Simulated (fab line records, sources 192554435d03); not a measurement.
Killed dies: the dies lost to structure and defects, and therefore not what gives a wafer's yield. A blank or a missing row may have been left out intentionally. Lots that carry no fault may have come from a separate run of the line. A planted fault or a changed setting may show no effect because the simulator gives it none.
fab line records	flow n5Finfet	part 2 of 2: steps 5 to 6 of 6
record lots=23	wafers=69	lastDay=17
route steps=1938 shown ILD0@335 DUMMY_REMOVAL@377 HKMG_FIN@387 GATE_CUT@465
lots with no fault: from the same line, run without faults
startH: hours from the record's opening day to when the first of the lot's shown wafers began	waitH: hours elapsed since this lot's preceding step	" as in the row above	L1.1+2: several wafers, shown together as one row	- no value present, or no start provided	* or withheld: withheld	< > ~ a bound
route shown NAME@n: NAME is a module with steps in the file, n the number in the route of the first one	usual: average and standard deviation across the fault-free wafers	same: alike in all rows	chamber/n: place in a boat	sites: per-site readings	_std_site: standard deviation of those values	_edge_site: outer sites' mean less inner sites'	radiusMm: how far each site lies from the wafer's centre	mask NAME#n: copy n	behind: the tool/chamber that last shaped the wafer	hold: what put the lot on hold/how long, in hours/how the hold closed	device: the n, p or np transistor that did not switch	end of line: at the end of the route, the tests of the same wafers	a step with no rows: only its recipe	killed: count of dies lost to structure and defects at first sort (not the wafer's yield)	map: shows each die of a wafer: x if killed, . if not, _ if none is there
set.NAME: the setting the step ran with; set.NAME@STEP: the setting that earlier step ran with	model.NAME: the simulator's own value behind a step, which no gauge read
the route's steps for a sample of lots (tables are steps, rows are wafers)
services: a tool's chamber out of use, with start hour (startH, from the record's first day; less than 0 if before it), hours out, and reason
## steps
# step N5_HKMG_FIN_W_FILL_22
# recipe material=W	targetThkA=600	tempC=400	pressureTorr=39.4	timeS=18.2
# usual heaterPowerW=852/70	throttleValvePct=19.1/1.4
lot.wafer	tool	chamber	startH	waitH	heaterPowerW	throttleValvePct
L074.1	cvdW-02	0	79.11	0.0	900	18.0
L074.4	"	0	"	"	904	18.2
L074.6	"	0	"	"	908	18.0
L075.1	cvdW-01	1	91.03	0.0	840	19.3
L075.2	"	0	"	"	748	21.0
L075.4	"	0	"	"	744	21.2
L076.1	cvdW-02	1	94.09	0.0	890	17.3
L076.3	"	1	"	"	895	17.3
L076.5	"	0	"	"	877	18.4
L077.2	cvdW-02	1	95.75	0.0	905	17.7
L077.3	"	0	"	"	931	18.2
L077.4	"	1	"	"	921	17.4
L078.1	cvdW-01	0	103.88	0.0	723	21.5
L078.3	"	1	"	"	845	19.6
L078.5	"	0	"	"	743	20.9
L079.1	cvdW-02	1	110.27	0.0	903	17.4
L079.2	"	0	"	"	901	18.2
L079.4	"	1	"	"	898	17.5
L080.2	cvdW-01	1	116.86	0.0	845	19.3
L080.4	"	0	"	"	732	21.2
L080.5	"	1	"	"	846	19.6
L081.1	cvdW-01	1	123.31	0.0	813	19.5
L081.5	"	0	"	"	746	21.0
L081.6	"	1	"	"	833	19.3
L082.1	cvdW-01	0	127.47	0.0	744	21.5
L082.4	"	0	"	"	728	21.4
L082.6	"	1	"	"	844	19.5
L083.2	cvdW-01	0	135.27	0.0	759	21.2
L083.4	"	1	"	"	823	19.7
L083.6	"	1	"	"	845	19.7
L084.1	cvdW-01	1	145.33	0.0	850	19.5
L084.2	"	0	"	"	731	21.4
L084.3	"	1	"	"	829	19.6
L085.2	cvdW-02	0	146.08	0.0	887	18.4
L085.3	"	0	"	"	898	18.2
L085.6	"	1	"	"	911	17.6
L086.3	cvdW-02	1	150.27	0.0	918	17.5
L086.4	"	0	"	"	900	18.4
L086.6	"	1	"	"	909	17.3
L087.1	cvdW-02	0	157.96	0.0	919	18.2
L087.2	"	1	"	"	937	17.2
L087.5	"	0	"	"	907	18.3
L088.3	cvdW-01	0	162.81	0.0	751	21.3
L088.4	"	1	"	"	821	19.4
L088.6	"	1	"	"	818	19.7
L089.1	cvdW-02	0	169.85	0.0	903	18.6
L089.3	"	1	"	"	933	17.4
L089.4	"	0	"	"	895	18.3
L090.2	cvdW-01	0	173.89	0.0	752	21.1
L090.5	"	0	"	"	753	21.2
L090.6	"	1	"	"	836	19.6
L091.1	cvdW-01	1	183.74	0.0	845	19.9
L091.4	"	1	"	"	830	19.6
L091.5	"	0	"	"	728	21.2
L092.1	cvdW-02	1	186.06	0.0	906	17.6
L092.2	"	0	"	"	908	18.2
L092.5	"	0	"	"	907	18.2
L094.2	cvdW-02	1	203.28	0.0	928	17.8
L094.3	"	0	"	"	916	18.4
L094.6	"	0	"	"	872	18.4
L095.1	cvdW-01	0	204.48	0.0	730	21.3
L095.2	"	1	"	"	842	19.9
L095.3	"	0	"	"	734	21.5
L096.1	cvdW-02	1	210.61	0.0	924	17.6
L096.4	"	0	"	"	890	18.1
L096.5	"	1	"	"	932	17.7
L097.2	cvdW-02	0	215.99	0.0	882	18.1
L097.4	"	0	"	"	893	18.4
L097.5	"	0	"	"	931	18.4
# step N5_GATE_CUT_ETCHBACK_00
# recipe chemistry=SF6/Cl2	target=W	pressureMtorr=8	icpW=900	biasW=80	SF6_flow_sccm=40	Cl2_flow_sccm=60
# usual chamberPressureMTorr=8.000/0.0073	drypumpMotorCurrentA=5.5/0.53	oesProductAu=0.83/0.097	throttleValvePct=27.6/0.34
lot.wafer	tool	chamber	startH	waitH	chamberPressureMTorr	drypumpMotorCurrentA	oesProductAu	rfHoursCounterH	throttleValvePct
L074.1	rieMetal-01	0	79.97	0.0	8.002	5.9	0.84	14	27.7
L074.4	"	0	"	"	8.003	5.9	0.85	-	27.7
L074.6	"	1	"	"	7.987	5.1	0.95	-	27.7
L075.1	rieMetal-01	0	91.89	0.0	7.988	5.9	0.84	15	27.7
L075.2	"	1	"	"	8.003	5.1	0.94	3	27.7
L075.4	"	0	"	"	8.007	5.9	0.84	-	27.7
L076.1	rieMetal-01	0	94.94	0.0	8.011	5.9	0.84	15	27.7
L076.3	"	0	"	"	7.996	5.9	0.84	-	27.7
L076.5	"	1	"	"	7.994	5.1	0.94	-	27.7
L077.2	rieMetal-01	0	96.61	0.0	7.995	5.9	0.84	15	27.7
L077.3	"	0	"	"	8.018	5.9	0.83	-	27.7
L077.4	"	1	"	"	7.990	5.1	0.94	-	27.7
L078.1	rieMetal-03	1	104.74	0.0	8.000	4.8	0.91	9	27.4
L078.3	"	0	"	"	8.002	6.4	0.90	-	26.8
L078.5	"	1	"	"	8.005	4.8	0.90	-	27.4
L079.1	rieMetal-01	0	111.13	0.0	7.998	5.9	0.83	16	27.7
L079.2	"	1	"	"	7.985	5.1	0.93	5	27.7
L079.4	"	0	"	"	8.000	5.9	0.82	-	27.7
L080.2	rieMetal-03	1	117.71	0.0	7.992	4.8	0.90	10	27.4
L080.4	"	0	"	"	7.986	6.4	0.89	-	26.8
L080.5	"	1	"	"	8.001	4.8	0.92	-	27.4
L081.1	rieMetal-01	0	124.17	0.0	8.006	5.9	0.81	18	27.7
L081.5	"	0	"	"	7.986	5.9	0.81	-	27.7
L081.6	"	1	"	"	7.988	5.1	0.91	-	27.7
L082.1	rieMetal-01	0	128.33	0.0	7.992	5.9	0.82	19	27.7
L082.4	"	1	"	"	7.999	5.1	0.91	-	27.7
L082.6	"	1	"	"	7.991	5.1	0.91	-	27.7
L083.2	rieMetal-03	0	136.12	0.0	7.998	6.4	0.89	8	26.8
L083.4	"	1	"	"	8.010	4.8	0.90	-	27.4
L083.6	"	1	"	"	7.997	4.8	0.91	-	27.4
L084.1	rieMetal-01	1	146.18	0.0	7.995	5.1	0.90	9	27.7
L084.2	"	0	"	"	8.009	5.9	0.81	20	27.7
L084.3	"	0	"	"	7.988	5.9	0.82	-	27.8
L085.2	rieMetal-03	0	146.94	0.0	7.996	6.4	0.87	9	26.8
L085.3	"	1	"	"	8.004	4.8	0.88	-	27.4
L085.6	"	0	"	"	8.000	6.4	0.87	-	26.9
L086.3	rieMetal-01	1	151.16	0.1	8.002	5.1	0.89	-	27.7
L086.4	"	0	"	"	7.999	5.9	0.81	-	27.8
L086.6	"	0	"	"	7.983	5.9	0.81	-	27.7
L087.1	rieMetal-01	1	158.81	0.0	8.006	5.1	0.89	10	27.7
L087.2	"	0	"	"	8.005	5.9	0.81	21	27.7
L087.5	"	0	"	"	8.014	5.9	0.81	-	27.8
L088.3	rieMetal-03	1	163.69	0.1	7.988	4.8	0.88	-	27.4
L088.4	"	0	"	"	8.001	6.4	0.87	-	26.8
L088.6	"	1	"	"	7.998	4.8	0.89	-	27.4
L089.1	rieMetal-02	0	170.70	0.0	8.008	5.4	0.65	99	28.1
L089.3	"	0	"	"	8.014	5.3	0.65	-	28.1
L089.4	"	1	"	"	7.993	5.6	0.63	-	27.6
L090.2	rieMetal-02	0	174.74	0.0	7.981	5.4	0.65	99	28.1
L090.5	"	0	"	"	8.006	5.4	0.65	-	28.1
L090.6	"	1	"	"	8.000	5.6	0.63	-	27.6
L091.1	rieMetal-01	0	184.59	0.0	8.004	5.9	0.80	24	27.8
L091.4	"	0	"	"	7.994	5.9	0.79	-	27.7
L091.5	"	0	"	"	7.998	5.9	0.79	-	27.8
L092.1	rieMetal-02	0	186.91	0.0	8.005	5.4	0.65	100	28.1
L092.2	"	1	"	"	7.992	5.6	0.63	112	27.6
L092.5	"	0	"	"	7.989	5.4	0.65	-	28.1
L094.2	rieMetal-01	0	204.13	0.0	7.993	5.9	0.80	26	27.8
L094.3	"	1	"	"	7.999	5.1	0.87	-	27.7
L094.6	"	1	"	"	8.014	5.1	0.88	-	27.7
L095.1	rieMetal-03	1	205.33	0.0	8.005	4.8	0.87	18	27.4
L095.2	"	1	"	"	7.996	4.8	0.87	-	27.4
L095.3	"	1	"	"	7.996	4.8	0.87	-	27.4
L096.1	rieMetal-03	1	211.46	0.0	7.992	4.8	0.86	19	27.4
L096.4	"	0	"	"	8.002	6.4	0.86	-	26.8
L096.5	"	0	"	"	8.008	6.4	0.85	-	26.8
L097.2	rieMetal-02	1	216.85	0.0	8.000	5.6	0.61	115	27.6
L097.4	"	0	"	"	8.010	5.4	0.64	-	28.1
L097.5	"	1	"	"	8.006	5.6	0.62	-	27.6
## services
tool	chamber	startH	hours	kind
rieDiel-01	1	38.11	1.3	repair
rieDiel-06	1	44.87	4.8	repair
aldSin-02	-	59.93	6.0	pm
rieDiel-01	3	59.97	1.7	repair
cvdW-02	0	74.40	3.0	repair
rieMetal-03	-	74.93	1.3	repair
aldSin-02	2	80.05	5.9	repair
rtpAnneal-01	-	81.37	3.6	pm
aldSin-03	-	85.32	14.0	pm
rieMetal-03	-	96.91	2.8	pm
rieDiel-05	-	97.29	2.8	pm
cvdW-02	-	114.66	1.0	repair
aldSin-04	-	115.62	1.8	repair
rieMetal-03	-	123.91	0.3	repair
rieDiel-01	3	130.35	4.5	repair
cvdW-02	-	133.20	6.9	pm
rieDiel-01	-	148.96	0.1	repair
rieDiel-05	2	156.09	5.9	repair
rieMetal-01	1	176.03	10.8	repair
aldSin-04	-	176.82	14.0	pm
aldSin-02	1	187.06	8.4	repair
rieMetal-03	0	196.89	10.6	repair
aldSin-02	-	206.86	2.8	pm
rieDiel-06	-	215.62	15.6	pm
